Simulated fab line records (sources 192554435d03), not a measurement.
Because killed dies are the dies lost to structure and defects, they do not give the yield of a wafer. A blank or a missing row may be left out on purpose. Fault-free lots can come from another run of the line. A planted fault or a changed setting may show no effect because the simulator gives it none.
fab line records	flow n5-finfet
record: lots: 7	wafers: 17	last-day: 18
route steps=1938 shown BEOL_M6@1251 BEOL_M7@1263
lots untouched by any fault: they come from a run of this same line in which no faults occurred
start-h: hours from the record's first day to the start of the lot's first wafer shown	wait-h: hours elapsed since this lot's preceding step	" same as the row above	L1.1+2: a single row standing in for several wafers	- no value, or no start given	* or withheld: withheld	< > ~ a bound
route shown NAME@n: NAME is a module with steps in the file, n the number in the route of the first one	usual: the fault-free wafers' mean and standard deviation	same: alike in all rows	chamber/n: place in a boat	sites: the reading at each site	_std_site: their standard deviation	_edge_site: outer sites' mean less inner sites'	radius-mm: for every site, how far away it sits from the centre of the wafer	mask NAME#n: copy n	behind: tool/chamber where the wafer was last shaped	hold: reason for holding the lot/hours on hold/outcome of the hold	device: which transistor (n, p or np) failed to switch	end of line: tests of these same wafers at the route's end	where a step has no rows: the recipe by itself	killed: not the wafer's yield, but the dies lost to structure and defects at the first sort	map: the dies of a wafer, with x for killed, . for not killed, _ for no die there
set.NAME: the run value of the setting; set.NAME@STEP: its run value at that earlier step	model.NAME: the simulator's own value behind a step, which no gauge read
lots at selected steps of the route; one table per step, one row per wafer
services: a tool's chamber out of use, with start hour (start-h, from the record's first day; less than 0 if before it), hours out, and reason
== steps ==
step: N5_BEOL_M6_ALD_77
recipe: material: TaN	target-thk-a: 20	temp-c: 275	ald-precursor-family: PDMAT	ald-co-reactant: NH3	pressure-torr: 3	carrier-flow-sccm: 1500	pulse-time-s: 2	purge-time-s: 3	co-reactant-purge-time-s: 2	co-reactant-pulse-time-s: 3	ald-cycles: 40	precursor-vessel-temp-c: 75	precursor-vessel-pressure-torr: 26.25	precursor-vessel-carrier-sccm: 1000
step: N5_BEOL_M6_SURFACE_TREAT_79
recipe: gas: Ar	time-s: *	ion-energy-ev: *	ion-current-ma-cm2: 0.5	pressure-mtorr: *	ar-flow-sccm: 30
usual: throttle-valve-pct: *
lot.wafer	tool	chamber	start-h	wait-h	throttle-valve-pct
L330.2	pvd-sputter-03	-	207.92	0.2	*
L330.3	"	-	"	"	*
L330.5	"	-	"	"	*
L332.1	pvd-sputter-03	-	214.81	0.2	*
L332.3	"	-	"	"	*
L332.6	"	-	"	"	*
L345.2	pvd-sputter-01	-	296.46	0.2	*
L346.1	pvd-sputter-03	-	300.56	0.4	*
L346.2	"	-	"	"	*
L346.4	"	-	"	"	*
L348.4	pvd-sputter-03	-	304.72	0.2	*
L350.2	pvd-sputter-03	-	345.69	1.2	*
L350.3	"	-	"	"	*
L350.6	"	-	"	"	*
L351.3	pvd-sputter-01	-	347.46	0.2	*
L351.4	"	-	"	"	*
L351.6	"	-	"	"	*
step: N5_BEOL_M6_CVD_78
recipe: material: Co	target-thk-a: 20	temp-c: withheld	precursor: CCTBA/H2	pressure-torr: 30	time-s: 142.3
step: N5_BEOL_M6_SPUTTER_48
recipe: material: Cu	target-thk-a: 100	temp-c: -20	bias-v: 60	power-w: 26000	chamber-pressure-pa: 0.13	time-s: 1.667
usual: chuck-gas-flow-sccm: 1.26/0.055	throttle-valve-pct: 30.2/1
lot.wafer	tool	chamber	start-h	wait-h	chuck-gas-flow-sccm	throttle-valve-pct
L330.2	pvd-sputter-02	-	208.11	0.1	1.37	30.5
L330.3	"	-	"	"	1.21	31.2
L330.5	"	-	"	"	1.20	27.9
L332.1	pvd-sputter-03	-	214.99	0.1	1.28	29.8
L332.3	"	-	"	"	1.34	29.6
L332.6	"	-	"	"	1.33	30.3
L345.2	pvd-sputter-02	-	296.65	0.1	1.22	30.7
L346.1	pvd-sputter-03	-	301.26	0.4	1.24	30.9
L346.2	"	-	"	"	1.31	30.1
L346.4	"	-	"	"	1.30	29.7
L348.4	pvd-sputter-02	-	304.93	0.1	1.20	30.4
L350.2	pvd-sputter-01	-	346.59	0.6	1.28	31.9
L350.3	"	-	"	"	1.29	31.1
L350.6	"	-	"	"	1.33	30.7
L351.3	pvd-sputter-03	-	347.69	0.1	1.22	30.7
L351.4	"	-	"	"	1.23	30.0
L351.6	"	-	"	"	1.30	30.5
step: N5_BEOL_M6_ECD_50
recipe: material: Cu	target-thk-a: 3000
step: N5_BEOL_M6_ANNEAL_51
recipe: temp-c: 225	time-s: 90	ambient: N2
step: N5_BEOL_M6_CMP_52
recipe: stop-on: SiCOH_lowk	t-overpolish-s: 6.9	down-force-psi: 1	platen-rpm: 50	clearing-platen-down-force-psi: 1.5	clearing-platen-rpm: 50	post-cmp-clean: cu-alkaline	target-thk-nm: 80	clearing-platen-pad-velocity-m-s: 0.99484	pad-velocity-m-s: 0.99484
step: N5_BEOL_M6_THK_MEAS_53
recipe: thk-meas-gauge: xrf	reads: Cu_of_BEOL_M6_ECD_50
usual: M6_THK: 80.1/1.6
lot.wafer	tool	chamber	start-h	wait-h	M6_THK[nm]
L330.2	film-metro-01	-	208.91	-	81.7
L330.3	"	-	"	"	79.4
L330.5	"	-	"	"	82.3
L332.1	film-metro-02	-	215.83	-	77.4
L332.3	"	-	"	"	79.1
L332.6	"	-	"	"	78.6
L345.2	film-metro-01	-	297.52	-	81.7
L346.1	film-metro-01	-	302.06	-	78.2
L346.2	"	-	"	"	78.7
L346.4	"	-	"	"	77.6
L348.4	film-metro-01	-	306.22	-	81.8
L350.2	film-metro-02	-	347.40	-	80.9
L350.3	"	-	"	"	80.2
L350.6	"	-	"	"	81.5
L351.3	film-metro-01	-	348.69	-	82.6
L351.4	"	-	"	"	81.7
L351.6	"	-	"	"	83.2
step: N5_BEOL_M6_PRE_CLEAN_55
recipe: gas: NH3	time-s: 15	temp-c: withheld	rf-power-w: 300
step: N5_BEOL_M6_DEP_56
recipe: material: SiCN	target-thk-a: 100	temp-c: withheld	precursor: 3MS/NH3	pressure-torr: 3	rf-w: 202	time-s: 17.5
step: N5_BEOL_M6_RS_MEAS_57
recipe: thk-meas-gauge: four-point-probe	reads: Cu_of_BEOL_M6_ECD_50+Co_of_BEOL_M6_CVD_78+TaN_of_BEOL_M6_ALD_77
usual: M6_RS: 0.285/0.0065
lot.wafer	tool	chamber	start-h	wait-h	M6_RS[ohm/sq]
L330.2	film-metro-01	-	209.04	0.1	0.280
L330.3	"	-	"	"	0.285
L330.5	"	-	"	"	0.275
L332.1	film-metro-02	-	215.99	0.1	0.294
L332.3	"	-	"	"	0.287
L332.6	"	-	"	"	0.289
L345.2	film-metro-02	-	297.65	0.1	0.277
L346.1	film-metro-02	-	302.20	0.1	0.289
L346.2	"	-	"	"	0.288
L346.4	"	-	"	"	0.292
L348.4	film-metro-01	-	306.35	0.0	0.280
L350.2	film-metro-02	-	347.56	0.1	0.280
L350.3	"	-	"	"	0.281
L350.6	"	-	"	"	0.277
L351.3	film-metro-01	-	348.84	0.1	0.277
L351.4	"	-	"	"	0.278
L351.6	"	-	"	"	0.273
step: N5_BEOL_M6_INSPECT_58
recipe: inspect-instrument: darkfield	mode: post-dep
usual: raw-defect-count: 67/21
lot.wafer	tool	chamber	start-h	wait-h	raw-defect-count
L330.2	defect-inspect-02	-	209.07	0.0	49
L330.3	"	-	"	"	63
L330.5	"	-	"	"	68
L332.1	defect-inspect-01	-	216.02	0.0	71
L332.3	"	-	"	"	48
L332.6	"	-	"	"	67
L345.2	defect-inspect-02	-	297.67	0.0	102
L346.1	defect-inspect-01	-	302.22	0.0	74
L346.2	"	-	"	"	85
L346.4	"	-	"	"	60
L348.4	defect-inspect-01	-	306.38	0.0	59
L350.2	defect-inspect-01	-	347.59	0.0	24
L350.3	"	-	"	"	37
L350.6	"	-	"	"	52
L351.3	defect-inspect-02	-	348.86	0.0	65
L351.4	"	-	"	"	66
L351.6	"	-	"	"	80
step: N5_BEOL_M7_ILD_DEP_00
recipe: material: SiCOH_lowk	target-thk-a: 1797.5	temp-c: 300	precursor: DEMS/porogen	pressure-torr: 5	rf-w: 500	time-s: 33.4
usual: heater-power-w: 335/59	showerhead-plenum-p-Torr: 5.735/0.011	susceptor-temp-C: 300.00/0.2	throttle-valve-pct: 14.2/0.86
lot.wafer	tool	chamber	start-h	wait-h	heater-power-w	showerhead-plenum-p-Torr	susceptor-temp-C	throttle-valve-pct	model.SiCOH_lowk_of_BEOL_M7_ILD_DEP_00.thk-nm
L330.2	pecvd-03	2	209.10	0.0	275	5.741	299.87	13.6	177.4
L330.3	"	0	"	"	301	5.735	300.46	14.0	178.6
L330.5	"	2	"	"	281	5.726	300.29	13.5	180
L332.1	pecvd-03	2	216.05	0.0	308	5.741	299.83	13.5	178.2
L332.3	"	1	"	"	399	5.746	299.96	15.4	179
L332.6	"	2	"	"	309	5.741	299.68	13.7	182.4
L345.2	pecvd-03	0	297.71	0.0	343	5.739	310.50	14.5	170.8
L346.1	pecvd-03	2	302.26	0.0	282	5.752	299.86	13.7	177.4
L346.2	"	0	"	"	283	5.719	310.50	14.2	168
L346.4	"	2	"	"	298	5.729	299.64	14.0	179.2
L348.4	pecvd-03	0	306.43	0.1	341	5.728	310.78	14.3	174.8
L350.2	pecvd-04	1	347.63	0.0	426	5.750	299.85	15.4	176
L350.3	"	0	"	"	415	5.758	299.75	14.5	182.4
L350.6	"	0	"	"	422	5.741	300.25	14.6	182.4
L351.3	pecvd-04	2	348.90	0.0	408	5.712	299.60	13.4	178
L351.4	"	1	"	"	405	5.742	299.68	15.4	177.8
L351.6	"	2	"	"	332	5.741	299.94	13.4	180
step: N5_BEOL_M7_CURE_74
recipe: temp-c: 385	time-s: 240	ambient: He/Ar	material: SiCOH_lowk
step: N5_BEOL_M7_THK_MEAS_01
recipe: reads: SiCOH_lowk_of_BEOL_M7_ILD_DEP_00
usual: M7_ILD_THK: 155.0/1.8
lot.wafer	tool	chamber	start-h	wait-h	M7_ILD_THK[nm]
L330.2	film-metro-02	-	211.12	1.3	152.9
L330.3	"	-	"	"	154.0
L330.5	"	-	"	"	155.1
L332.1	film-metro-01	-	217.05	0.4	153.6
L332.3	"	-	"	"	154.3
L332.6	"	-	"	"	157.3
L345.2	film-metro-02	-	298.42	0.4	147.2
L346.1	film-metro-02	-	302.84	0.4	153.0
L346.2	"	-	"	"	144.6
L346.4	"	-	"	"	154.5
L348.4	film-metro-01	-	306.99	0.2	150.7
L350.2	film-metro-02	-	348.23	0.4	151.9
L350.3	"	-	"	"	157.2
L350.6	"	-	"	"	157.3
L351.3	film-metro-01	-	349.49	0.3	153.6
L351.4	"	-	"	"	153.3
L351.6	"	-	"	"	155.4
step: N5_BEOL_M7_PECVD_70
recipe: material: SiO2	target-thk-a: 200	temp-c: 400	precursor: TEOS/O2	pressure-torr: 5.5	rf-w: 450	teos-flow-sccm: 53.8	gas: O2	flow-sccm: 3000	time-s: 22.7
usual: heater-power-w: 801/100	showerhead-plenum-p-Torr: 8.78/0.044	throttle-valve-pct: 23.1/1.4
lot.wafer	tool	chamber	start-h	wait-h	heater-power-w	showerhead-plenum-p-Torr	throttle-valve-pct
L330.2	pecvd-04	1	211.16	0.0	823	8.82	25.1
L330.3	"	1	"	"	831	8.82	25.0
L330.5	"	0	"	"	816	8.79	23.2
L332.1	pecvd-04	0	217.08	0.0	923	8.80	23.1
L332.3	"	1	"	"	889	8.84	24.9
L332.6	"	0	"	"	930	8.81	23.2
L345.2	pecvd-04	1	298.46	0.0	925	8.82	25.2
L346.1	pecvd-03	0	302.87	0.0	588	8.77	23.2
L346.2	"	2	"	"	677	8.74	22.3
L346.4	"	0	"	"	589	8.78	23.2
L348.4	pecvd-04	2	307.04	0.1	784	8.73	21.6
L350.2	pecvd-03	1	348.26	0.0	764	8.78	24.6
L350.3	"	2	"	"	649	8.74	22.3
L350.6	"	0	"	"	720	8.76	23.2
L351.3	pecvd-01	1	349.52	0.0	942	8.77	20.4
L351.4	"	0	"	"	662	8.74	23.9
L351.6	"	1	"	"	949	8.75	20.7
step: N5_BEOL_M7_HM_DEP_02
recipe: material: TiN	target-thk-a: 200	temp-c: 25	chamber-pressure-pa: 0.49996
step: N5_BEOL_M7_COAT_59
recipe: resist: SOC	temp-c: 250	time-s: 60	spin-rpm: 1500	resist-thk-nm: 100
step: N5_BEOL_M7_COAT_60
recipe: resist: SiARC	temp-c: 220	time-s: 60	spin-rpm: 1500	resist-thk-nm: 35
step: N5_BEOL_M7_COAT_05
recipe: resist: CAR-ArF	spin-rpm: 1500	resist-thk-nm: 90
step: N5_BEOL_M7_EBR_07
recipe: solvent: PGMEA	ebr-width-mm: 1.5
step: N5_BEOL_M7_SOFTBAKE_06
recipe: temp-c: 110	time-s: 60	resist: CAR-ArF
step: N5_BEOL_M7_EXPOSE_08
recipe: mask-id: M7	na: 1.35	source-shape: dipole	sigma-inner: 0.817	sigma-outer: 0.97	polarization: te	dose-mj: 68.25
step: N5_BEOL_M7_PEB_09
recipe: peb-temp-c: withheld	peb-time-s: 60	resist: CAR-ArF
step: N5_BEOL_M7_DEVELOP_10
recipe: develop-time-s: 30	developer: TMAH	resist: CAR-ArF	rinse-liquid: diw	dry: air-spin	dev-temp-c: 23
step: N5_BEOL_M7_CD_MEAS_11
recipe: target-cd-nm: 38.5	landing-energy-ev: 500	detector: se-inlens	polarity: opening
usual: cd-nm: 38.5/0.52
lot.wafer	tool	chamber	start-h	wait-h	cd-nm
L330.2	cd-sem-01	0	211.96	-	38.9
L330.3	"	0	"	"	37.5
L330.5	"	0	"	"	38.1
L332.1	cd-sem-03	0	218.21	-	38.6
L332.3	"	0	"	"	38.3
L332.6	"	0	"	"	38.7
L345.2	cd-sem-02	0	300.64	-	38.8
L346.1	cd-sem-01	0	304.26	-	38.6
L346.2	"	0	"	"	39.0
L346.4	"	0	"	"	38.3
L348.4	cd-sem-03	0	308.10	-	39.0
L350.2	cd-sem-03	0	348.70	-	38.4
L350.3	"	0	"	"	39.1
L350.6	"	0	"	"	38.4
L351.3	cd-sem-02	0	351.46	-	38.8
L351.4	"	0	"	"	39.6
L351.6	"	0	"	"	39.4
step: N5_BEOL_M7_OVL_MEAS_12
recipe: points-per-wafer: 44
usual: M7_OVL: -0.1/0.59
lot.wafer	tool	chamber	start-h	wait-h	M7_OVL[nm]
L330.2	overlay-02	0	211.99	0.0	0.7
L330.3	"	0	"	"	0.1
L330.5	"	0	"	"	0.6
L332.1	overlay-01	0	218.24	0.0	0.2
L332.3	"	0	"	"	-1.3
L332.6	"	0	"	"	0.0
L345.2	overlay-02	0	300.67	0.0	-0.7
L346.1	overlay-02	0	304.30	0.0	0.0
L346.2	"	0	"	"	0.9
L346.4	"	0	"	"	0.0
L348.4	overlay-02	0	308.12	0.0	-0.3
L350.2	overlay-02	0	348.73	0.0	0.2
L350.3	"	0	"	"	-0.2
L350.6	"	0	"	"	0.2
L351.3	overlay-02	0	351.49	0.0	-1.1
L351.4	"	0	"	"	0.1
L351.6	"	0	"	"	0.4
step: N5_BEOL_M7_INSPECT_13
recipe: mode: adi	inspect-instrument: brightfield
usual: raw-defect-count: 399/86
lot.wafer	tool	chamber	start-h	wait-h	raw-defect-count
L330.2	defect-inspect-02	-	212.01	0.0	275
L330.3	"	-	"	"	378
L330.5	"	-	"	"	278
L332.1	defect-inspect-01	-	218.26	0.0	426
L332.3	"	-	"	"	384
L332.6	"	-	"	"	360
L345.2	defect-inspect-01	-	300.69	0.0	399
L346.1	defect-inspect-02	-	304.32	0.0	470
L346.2	"	-	"	"	426
L346.4	"	-	"	"	409
L348.4	defect-inspect-01	-	308.15	0.0	355
L350.2	defect-inspect-01	-	348.75	0.0	332
L350.3	"	-	"	"	227
L350.6	"	-	"	"	297
L351.3	defect-inspect-02	-	351.52	0.0	468
L351.4	"	-	"	"	366
L351.6	"	-	"	"	519
step: N5_BEOL_M7_DESCUM_16
recipe: chemistry: O2	time-s: 7.9	source-power-w: 50	bias-power-w: 20	pressure-mtorr: 20	rf-frequency-hz: 2.712e+07	temp-c: 40	resist: CAR-ArF	o2-flow-sccm: 225
step: N5_BEOL_M7_ETCH_61
recipe: chemistry: CF4	target: SiARC	target-depth-a: 455	mask-material: CAR-ArF	time-s: 75.8	ion-energy-ev: 80	pressure-mtorr: 40	source-w: 545	bias-w: 36	Ar_flow_sccm: 100	cf4-flow-sccm: 100	ends: cleared
step: N5_BEOL_M7_ETCH_62
recipe: chemistry: N2/H2	target: SOC	target-depth-a: 1100	overetch-a: 220	mask-material: SiARC	temp-c: 40	time-s: 165	ion-energy-ev: 200	pressure-mtorr: 30	source-w: 840	bias-w: 150	n2-flow-sccm: 200	h2-flow-sccm: 200
usual: drypump-motor-current-A: 5.7/0.38	oes-product-au: 0.66/0.071	rf-vpp-V: 523.2/2.6	showerhead-plenum-p-Torr: 2.52/0.088	throttle-valve-pct: 17.86/0.22
lot.wafer	tool	chamber	start-h	wait-h	drypump-motor-current-A	oes-product-au	rf-hours-counter-h	rf-vpp-V	showerhead-plenum-p-Torr	throttle-valve-pct
L330.2	rie-diel-02	0	212.14	0.0	5.7	0.81	7	525.4	2.62	17.72
L330.3	"	2	"	"	5.9	0.64	150	524.2	2.55	18.14
L330.5	"	2	"	"	5.9	0.65	-	524.9	2.55	18.14
L332.1	rie-diel-02	2	218.69	0.0	5.8	0.64	153	522.8	2.54	18.13
L332.3	"	0	"	"	5.7	0.81	9	524.5	2.62	17.72
L332.6	"	2	"	"	5.8	0.65	-	523.0	2.54	18.13
L345.2	rie-diel-03	2	300.82	0.0	6.0	0.62	201	519.7	2.43	18.03
L346.1	rie-diel-02	1	304.53	0.0	6.4	0.77	23	522.3	2.48	17.44
L346.2	"	2	"	"	5.9	0.62	179	521.4	2.53	18.19
L346.4	"	3	"	"	4.9	0.60	-	520.4	2.40	18.17
L348.4	rie-diel-04	2	308.34	0.1	5.8	0.60	-	523.1	2.51	17.77
L350.2	rie-diel-03	0	349.06	0.0	5.9	0.68	98	521.9	2.45	17.67
L350.3	"	3	"	"	5.5	0.58	233	527.1	2.62	17.93
L350.6	"	0	"	"	5.9	0.68	-	520.8	2.45	17.69
L351.3	rie-diel-03	0	351.88	0.0	5.9	0.67	99	521.0	2.45	17.69
L351.4	"	1	"	"	5.7	0.63	193	523.2	2.52	17.71
L351.6	"	0	"	"	5.9	0.68	-	521.4	2.45	17.67
step: N5_BEOL_M7_STRIP_68
recipe: chemistry: N2/H2	temp-c: 40	n2-flow-sccm: 200	h2-flow-sccm: 200	rf-frequency-hz: 6e+07
step: N5_BEOL_M7_STRIP_67
recipe: chemistry: CF4	resist: SiARC	power-w: 300	bias-power-w: 75	pressure-mtorr: 50	cf4-flow-sccm: 150	rf-frequency-hz: 6e+07
step: N5_BEOL_M7_HM_OPEN_17
recipe: chemistry: Cl2/BCl3	target-depth-a: 200	overetch-a: 60	target: TiN	mask-material: SOC	ion-energy-ev: 150	pressure-mtorr: 10	icp-w: 1000	bias-w: 126	Cl2_flow_sccm: 53.25	bcl3-flow-sccm: 21.75	Ar_flow_sccm: 25
usual: drypump-motor-current-A: 6.05/0.3	oes-product-au: 0.68/0.058	throttle-valve-pct: 22.15/0.19
lot.wafer	tool	chamber	start-h	wait-h	drypump-motor-current-A	oes-product-au	rf-hours-counter-h	throttle-valve-pct
L330.2	rie-metal-03	1	212.33	0.0	6.05	0.52	119	22.02
L330.3	"	0	"	"	6.32	0.69	-	22.07
L330.5	"	0	"	"	6.32	0.69	-	22.06
L332.1	rie-metal-03	1	218.87	0.0	6.05	0.52	120	22.01
L332.3	"	0	"	"	6.29	0.68	-	22.07
L332.6	"	1	"	"	6.07	0.52	-	22.04
L345.2	rie-metal-01	0	301.00	0.0	5.24	0.64	49	21.78
L346.1	rie-metal-02	0	304.71	0.0	6.13	0.73	20	22.12
L346.2	"	1	"	"	6.19	0.71	17	22.37
L346.4	"	0	"	"	6.10	0.72	-	22.12
L348.4	rie-metal-02	0	308.49	0.1	6.04	0.71	-	22.13
L350.2	rie-metal-02	1	349.25	0.0	6.20	0.70	21	22.38
L350.3	"	1	"	"	6.22	0.69	-	22.40
L350.6	"	1	"	"	6.24	0.70	-	22.38
L351.3	rie-metal-01	0	352.10	0.1	5.28	0.63	-	21.78
L351.4	"	1	"	"	6.13	0.65	-	22.26
L351.6	"	0	"	"	5.28	0.62	-	21.76
step: N5_BEOL_M7_STRIP_19
recipe: chemistry: O2	power-w: 400	temp-c: 40	pressure-mtorr: 30	rf-frequency-hz: 6e+07	bias-power-w: 0	overash-fraction: 0.2	o2-flow-sccm: 225
step: N5_BEOL_M7_CD_MEAS_18
recipe: pitch-nm: 80	target-cd-nm: 40
usual: cd-nm: 40.0/0.6
lot.wafer	tool	chamber	start-h	wait-h	cd-nm
L330.2	cd-sem-02	-	212.52	0.1	40.2
L330.3	"	-	"	"	39.1
L330.5	"	-	"	"	39.2
L332.1	cd-sem-03	-	219.05	0.0	39.5
L332.3	"	-	"	"	40.3
L332.6	"	-	"	"	40.3
L345.2	cd-sem-01	-	301.19	0.1	40.5
L346.1	cd-sem-03	-	304.99	0.0	40.0
L346.2	"	-	"	"	40.4
L346.4	"	-	"	"	40.0
L348.4	cd-sem-02	-	308.85	0.0	40.9
L350.2	cd-sem-01	-	349.43	0.1	39.3
L350.3	"	-	"	"	40.6
L350.6	"	-	"	"	40.0
L351.3	cd-sem-03	-	352.30	0.1	39.9
L351.4	"	-	"	"	40.5
L351.6	"	-	"	"	40.6
step: N5_BEOL_M7_COAT_63
recipe: resist: SOC	temp-c: 250	time-s: 60	spin-rpm: 1500	resist-thk-nm: 60
step: N5_BEOL_M7_COAT_64
recipe: resist: SiARC	temp-c: 220	time-s: 60	spin-rpm: 1500	resist-thk-nm: 12
step: N5_BEOL_M7_COAT_71
recipe: resist: underlayer	temp-c: 205	time-s: 60	spin-rpm: 1500	resist-thk-nm: 5
step: N5_BEOL_M7_COAT_22
recipe: resist: CAR-EUV	spin-rpm: 1500	resist-thk-nm: 30
step: N5_BEOL_M7_EBR_24
recipe: solvent: PGMEA	ebr-width-mm: 1.5
step: N5_BEOL_M7_SOFTBAKE_23
recipe: temp-c: 110	time-s: 60	resist: CAR-EUV
step: N5_BEOL_M7_CMP_52
recipe: stop-on: SiCOH_lowk	t-overpolish-s: 6.9	down-force-psi: 1	platen-rpm: 50	clearing-platen-down-force-psi: 1.5	clearing-platen-rpm: 50	post-cmp-clean: cu-alkaline	target-thk-nm: 80	clearing-platen-pad-velocity-m-s: 0.99484	pad-velocity-m-s: 0.99484
usual: motor-current-A: 6.1/0.71
lot.wafer	tool	chamber	start-h	wait-h	motor-current-A	model.SiCOH_lowk_of_BEOL_M7_ILD_DEP_00.thk-nm
L330.3	cmp-01	3	217.73	0.2	6.9	151
L330.2	"	0	"	"	5.5	150
L330.5	"	2	"	"	7.1	152.2
L332.3	cmp-04	3	224.30	0.2	6.7	151.4
L332.1	"	0	"	"	7.1	150.6
L332.6	"	3	"	"	7.1	154.4
L345.2	cmp-04	0	305.61	0.3	7.2	144.2
L346.4	cmp-02	1	313.27	0.1	4.9	151.4
L346.1	"	3	"	"	5.1	149.8
L346.2	"	0	"	"	5.7	141.8
L348.4	cmp-04	3	313.54	0.1	6.8	147.6
L350.3	cmp-02	1	354.21	0.2	5.4	154.2
L350.2	"	2	"	"	5.5	148.8
L350.6	"	0	"	"	5.7	154.2
L351.3	cmp-02	3	356.86	0.2	5.3	150.4
L351.4	"	1	"	"	5.1	150.4
L351.6	"	2	"	"	5.1	152.2
== services ==
tool	chamber	start-h	hours	kind
pecvd-01	-	190.93	2.6	repair
rie-diel-04	0	204.06	8.8	repair
cmp-04	-	227.87	4.1	pm
rie-metal-02	-	233.82	14.6	pm
cmp-01	-	240.40	0.8	repair
pecvd-03	1	241.93	22.3	repair
cmp-04	-	249.13	2.6	repair
rie-diel-02	1	257.11	6.0	repair
cmp-01	-	262.66	2.6	repair
cmp-01	-	269.90	1.7	repair
rie-diel-04	0	284.54	18.3	repair
pecvd-01	-	293.53	14.6	pm
rie-diel-02	3	293.80	6.4	repair
cmp-04	-	300.89	0.4	repair
pvd-sputter-02	-	310.46	4.5	repair
rie-diel-03	0	318.87	4.7	repair
pvd-sputter-02	-	324.98	1.7	repair
rie-diel-03	0	325.59	3.4	repair
cmp-04	-	325.59	4.0	pm
pvd-sputter-03	-	330.58	2.5	repair
pvd-sputter-03	-	333.25	7.2	repair
pvd-sputter-02	-	343.85	3.3	repair
rie-metal-02	-	346.79	0.3	repair
cmp-01	-	351.43	0.8	repair
== key ==
first-sign: step: N5_BEOL_M7_ILD_DEP_00	reading: susceptor-temp-C	direction: up	sigmas: 52	usual: *	struck: *
effect: step: N5_BEOL_M7_THK_MEAS_01	reading: M7_ILD_THK	direction: down	sigmas: 4.1	usual: 155.0	struck: 147.5
model-effect: step: N5_BEOL_M7_ILD_DEP_00	value: SiCOH_lowk_of_BEOL_M7_ILD_DEP_00.thk-nm	without: 181.3	struck: 171.2
model-effect: step: N5_BEOL_M7_CMP_52	value: SiCOH_lowk_of_BEOL_M7_ILD_DEP_00.thk-nm	without: 153.4	struck: 144.5
met-at N5_BEOL_M7_ILD_DEP_00
struck-wafers L345.2,L346.2,L348.4
rows-end L345.2,L348.4
onset-between 209.10 297.71
fault: kind: process-parameter-drift	tool: pecvd-03	chamber: 0	onset-h: 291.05	steps: N5_BEOL_M7_ILD_DEP_00	channel: temp-c	offset: *	shape: step	acts-in: *	stated: *
rows-end: these wafers met a further fault down the route, and their rows from its step on are left out
